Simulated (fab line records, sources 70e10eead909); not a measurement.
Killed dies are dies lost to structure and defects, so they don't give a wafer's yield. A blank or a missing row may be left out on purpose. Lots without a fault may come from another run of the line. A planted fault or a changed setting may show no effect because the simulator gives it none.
Which tool did it? | flow nand_harc | 11 lots, 33 wafers sampled, at 5 steps of a route of 1302

WHAT THE GAUGES READ, wafer by wafer
NHARC_END_SORT_01.
lot  | measured     | on        | killed_at_array | killed_at_other | killed_at_periphery | killed_dies | killed_open | killed_short
L288 | day 25 06:03 | prober-01 | 74 65 63        | 0 1 0           | 2 2 0               | 76 68 63    | 4 1 1       | 4 2 0
L294 | day 26 21:34 | prober-02 | 59 57 67        | 0 0 0           | 1 0 2               | 60 57 69    | 3 0 4       | 1 2 1
L295 | day 27 08:33 | prober-01 | 82 76 84        | 0 0 0           | 2 6 1               | 84 82 85    | 6 5 1       | 4 5 3
L296 | day 27 23:50 | prober-02 | 58 45 59        | 0 0 0           | 4 3 2               | 62 48 61    | 4 2 3       | 2 0 1
L299 | day 28 11:41 | prober-02 | 35 36 41        | 0 0 1           | 11 8 10             | 46 44 52    | 5 1 7       | 2 4 4
L302 | day 30 04:41 | prober-02 | 335 440 331     | 0 0 0           | 5 6 6               | 340 446 337 | 3 4 3       | 3 2 2
L303 | day 30 22:38 | prober-02 | 361 361 354     | 1 4 0           | 1 1 6               | 363 366 360 | 4 2 2       | 2 1 2
L305 | day 31 15:04 | prober-02 | 72 70 57        | 1 0 0           | 1 3 3               | 74 73 60    | 4 4 3       | 1 7 3
L308 | day 33 00:31 | prober-01 | 64 52 48        | 2 0 3           | 4 5 3               | 70 57 54    | 4 4 4       | 2 4 1
L309 | day 33 08:15 | prober-02 | 61 69 57        | 1 0 1           | 3 6 1               | 65 75 59    | 3 4 4       | 2 0 4
L310 | day 33 19:42 | prober-02 | 46 41 44        | 0 2 2           | 3 2 0               | 49 45 46    | 2 3 2       | 1 0 5

WHICH TOOL RAN EACH LOT (tool, then ch and the chambers of the sampled wafers, then the start)
lot  | NHARC_A_STAIRCASE_ETCH_13          | NHARC_A_STAIRCASE_TRIM_14                     | NHARC_A_STAIRCASE_TRIM_20          | NHARC_A_STAIRCASE_TRIM_22
L288 | rie_diel-06 ch 1,2,3, day 16 16:50 | rie_diel-06 ch 1,2, day 16 17:59 or earlier   | rie_diel-07 ch 0,1,3, day 16 17:59 | rie_diel-07 ch 1,2, day 25 06:03 or earlier
L294 | rie_diel-06 ch 0,1,2, day 18 10:11 | rie_diel-06 ch 0,1,3, day 18 11:04 or earlier | rie_diel-06 ch 2,3, day 18 11:04   | rie_diel-06 ch 0,2,3, day 26 21:34 or earlier
L295 | rie_diel-08 ch 0,1,2, day 18 20:40 | rie_diel-08 ch 0,2,3, day 18 22:00 or earlier | rie_diel-07 ch 0,1, day 18 22:00   | rie_diel-07 ch 0,1,3, day 27 08:33 or earlier
L296 | rie_diel-07 ch 1,2,3, day 19 09:15 | rie_diel-07 ch 1,2,3, day 19 10:07 or earlier | rie_diel-06 ch 0,1,2, day 19 10:07 | rie_diel-06 ch 0,1,3, day 27 23:50 or earlier
L299 | rie_diel-07 ch 0,3, day 20 04:22   | rie_diel-07 ch 1,2, day 20 05:28 or earlier   | rie_diel-08 ch 1,2, day 20 05:28   | rie_diel-08 ch 2,3, day 28 11:41 or earlier
L302 | rie_diel-08 ch 0,1,2, day 21 15:24 | rie_diel-08 ch 0,1,2, day 21 16:20 or earlier | rie_diel-08 ch 0,2,3, day 21 16:20 | rie_diel-08 ch 0,1,2, day 30 04:41 or earlier
L303 | rie_diel-08 ch 0,3, day 22 07:15   | rie_diel-08 ch 0,3, day 22 08:30 or earlier   | rie_diel-08 ch 0,2, day 22 08:30   | rie_diel-08 ch 0,3, day 30 22:38 or earlier
L305 | rie_diel-06 ch 2,3, day 23 07:20   | rie_diel-06 ch 0,1,3, day 23 08:16 or earlier | rie_diel-06 ch 0,2,3, day 23 08:16 | rie_diel-06 ch 2,3, day 31 15:04 or earlier
L308 | rie_diel-07 ch 0,2,3, day 24 07:50 | rie_diel-07 ch 0,2,3, day 24 08:42 or earlier | rie_diel-07 ch 0,2,3, day 24 08:42 | rie_diel-07 ch 1,2,3, day 33 00:31 or earlier
L309 | rie_diel-07 ch 0,2, day 24 16:48   | rie_diel-07 ch 0,1,2, day 24 20:28 or earlier | rie_diel-08 ch 0,1,2, day 24 20:28 | rie_diel-08 ch 0,1,3, day 33 08:15 or earlier
L310 | rie_diel-07 ch 2,3, day 25 02:42   | rie_diel-07 ch 1,3, day 25 04:43 or earlier   | rie_diel-07 ch 0,3, day 25 04:43   | rie_diel-07 ch 1,2,3, day 33 19:42 or earlier
- NHARC_A_STAIRCASE_ETCH_13: etches the open film in C4F8/O2, target depth 100 nm, time 40.5 s.
- NHARC_A_STAIRCASE_TRIM_14: chemistry O2, time 211.2 s.
- NHARC_A_STAIRCASE_TRIM_20: chemistry O2, time 211.2 s.
- NHARC_A_STAIRCASE_TRIM_22: chemistry O2, time 211.2 s.

WHAT THE TOOLS THEMSELVES READ (means of the sampled wafers that have a number; where no wafer has one, the mark that the record gives instead)
NHARC_A_STAIRCASE_ETCH_13.
lot  | tool        | oes_product_au (a.u.) | rf_fwd_power_W (W) | rf_vpp_V (V) | run_length_s (s)
L288 | rie_diel-06 | 0.932                 | 589                | 894          | 61.6
L294 | rie_diel-06 | 0.919                 | 592                | 897          | 61.5
L295 | rie_diel-08 | 0.959                 | 595                | 896          | 62.0
L296 | rie_diel-07 | 0.942                 | 592                | 897          | 62.3
L299 | rie_diel-07 | 0.916                 | 590                | 897          | 62.0
L302 | rie_diel-08 | 0.970                 | 595                | 895          | 71.7
L303 | rie_diel-08 | 0.929                 | 588                | 891          | 71.3
L305 | rie_diel-06 | 0.945                 | 587                | 894          | 61.5
L308 | rie_diel-07 | 0.944                 | 593                | 898          | 62.5
L309 | rie_diel-07 | 0.955                 | 595                | 902          | 62.6
L310 | rie_diel-07 | 0.925                 | 591                | 895          | 62.3

NHARC_A_STAIRCASE_TRIM_14.
lot  | tool        | drypump_motor_current_A (A) | oes_product_au (a.u.) | rf_vpp_V (V) | showerhead_plenum_p_Torr (Torr) | throttle_valve_pct (%)
L288 | rie_diel-06 | 6.3                         | 0.993                 | 58.2         | 3.47                            | 17.041
L294 | rie_diel-06 | 5.7                         | 0.997                 | 58.0         | 3.57                            | 17.040
L295 | rie_diel-08 | 5.4                         | 1.011                 | 57.9         | 3.45                            | 17.042
L296 | rie_diel-07 | 5.2                         | 0.986                 | 57.3         | 3.57                            | 17.049
L299 | rie_diel-07 | 5.1                         | 0.996                 | 57.7         | 3.62                            | 17.030
L302 | rie_diel-08 | 5.4                         | 1.015                 | 57.8         | 3.52                            | 17.038
L303 | rie_diel-08 | 5.3                         | 0.993                 | 57.6         | 3.44                            | 17.034
L305 | rie_diel-06 | 5.7                         | 0.993                 | 57.4         | 3.55                            | 17.047
L308 | rie_diel-07 | 5.6                         | 0.996                 | 57.6         | 3.59                            | 17.037
L309 | rie_diel-07 | 5.5                         | 0.997                 | 57.7         | 3.64                            | 17.034
L310 | rie_diel-07 | 5.1                         | 0.998                 | 58.2         | 3.54                            | 17.048

NHARC_A_STAIRCASE_TRIM_20.
lot  | tool        | drypump_motor_current_A (A) | oes_product_au (a.u.) | rf_vpp_V (V) | showerhead_plenum_p_Torr (Torr) | throttle_valve_pct (%)
L288 | rie_diel-07 | 5.5                         | 0.982                 | 58.0         | 3.61                            | 17.039
L294 | rie_diel-06 | 6.4                         | 0.993                 | 57.7         | 3.46                            | 17.041
L295 | rie_diel-07 | 5.4                         | 0.996                 | 57.8         | 3.65                            | 17.029
L296 | rie_diel-06 | 5.9                         | 0.997                 | 57.9         | 3.55                            | 17.035
L299 | rie_diel-08 | 5.6                         | 1.020                 | 58.3         | 3.54                            | 17.040
L302 | rie_diel-08 | 5.4                         | 1.001                 | 58.0         | 3.43                            | 17.033
L303 | rie_diel-08 | 5.4                         | 1.004                 | 57.9         | 3.49                            | 17.041
L305 | rie_diel-06 | 6.0                         | 0.987                 | 57.8         | 3.53                            | 17.044
L308 | rie_diel-07 | 5.5                         | 0.998                 | 57.9         | 3.59                            | 17.034
L309 | rie_diel-08 | 5.5                         | 1.008                 | 57.5         | 3.51                            | 17.038
L310 | rie_diel-07 | 5.6                         | 0.998                 | 58.0         | 3.53                            | 17.043

NHARC_A_STAIRCASE_TRIM_22.
lot  | tool        | drypump_motor_current_A (A) | oes_product_au (a.u.) | rf_vpp_V (V) | showerhead_plenum_p_Torr (Torr) | throttle_valve_pct (%)
L288 | rie_diel-07 | 5.1                         | 0.995                 | 58.2         | 3.63                            | 17.038
L294 | rie_diel-06 | 6.0                         | 0.991                 | 58.1         | 3.55                            | 17.037
L295 | rie_diel-07 | 5.5                         | 0.983                 | 56.6         | 3.60                            | 17.042
L296 | rie_diel-06 | 5.7                         | 1.000                 | 57.3         | 3.57                            | 17.038
L299 | rie_diel-08 | 5.5                         | 1.000                 | 57.3         | 3.43                            | 17.044
L302 | rie_diel-08 | 5.5                         | 1.009                 | 57.3         | 3.52                            | 17.044
L303 | rie_diel-08 | 5.4                         | 0.993                 | 58.0         | 3.38                            | 17.025
L305 | rie_diel-06 | 6.1                         | 0.995                 | 57.9         | 3.46                            | 17.035
L308 | rie_diel-07 | 5.2                         | 1.000                 | 57.6         | 3.56                            | 17.040
L309 | rie_diel-08 | 5.5                         | 1.007                 | 57.1         | 3.45                            | 17.038
L310 | rie_diel-07 | 5.2                         | 0.989                 | 58.4         | 3.55                            | 17.035

THE ANSWER, worked out from the rows above alone
Rule: what is usual is taken from the lots themselves. Put in order of their means at a reading, lots are off if they are a third of the lots or fewer, leave a main group of 4 or more, and stand apart from it by a gap of 3 or more times the standard deviation of the main group's means; of several such gaps the widest counts. A main group whose means are all the same, to the digits that the tables above print for the reading, isn't used. A lot without any number at a reading at which 4 lots or more have one is off too. The other lots that the step has rows for count as sound. The gauges are gone through in route order, then the tools' own readings, and for those a lot's mean is taken as printed above. The first step at which some lot is off is used, and at that step the reading that is off furthest; a lot without a number counts as furthest.
Off: L302, L303, at NHARC_END_SORT_01 (killed_dies). The main group: mean 62, standard deviation 11.
A tool fits if, at a process step before that reading, it ran every lot that is off, and no sound lot after the first of them. The gauges at NHARC_END_SORT_01 aren't tried: what is off there is off at NHARC_A_STAIRCASE_ETCH_13 too, on other tools, and a gauge's error can't cause that. NHARC_A_STAIRCASE_TRIM_14 gives no start for some lots, so the hours and the order of its lots are those of NHARC_A_STAIRCASE_TRIM_20. NHARC_A_STAIRCASE_TRIM_22 gives no start for some lots, so the hours and the order of its lots are those of NHARC_END_SORT_01. One fits: rie_diel-08 at NHARC_A_STAIRCASE_ETCH_13 and NHARC_A_STAIRCASE_TRIM_14. At NHARC_A_STAIRCASE_ETCH_13 its last sound lot is L295 (day 18 20:40), its first lot that is off L302 (day 21 15:24): a fault that began between those two fits.
The tool's own readings at NHARC_A_STAIRCASE_ETCH_13 bear it out: on the lots that are off they differ by more than 5 times the standard deviation of the sound lots' means. run_length_s reads 71.5 s there against 62.0 s on the sound lots.

WHAT THE SIMULATOR HAD PUT IN
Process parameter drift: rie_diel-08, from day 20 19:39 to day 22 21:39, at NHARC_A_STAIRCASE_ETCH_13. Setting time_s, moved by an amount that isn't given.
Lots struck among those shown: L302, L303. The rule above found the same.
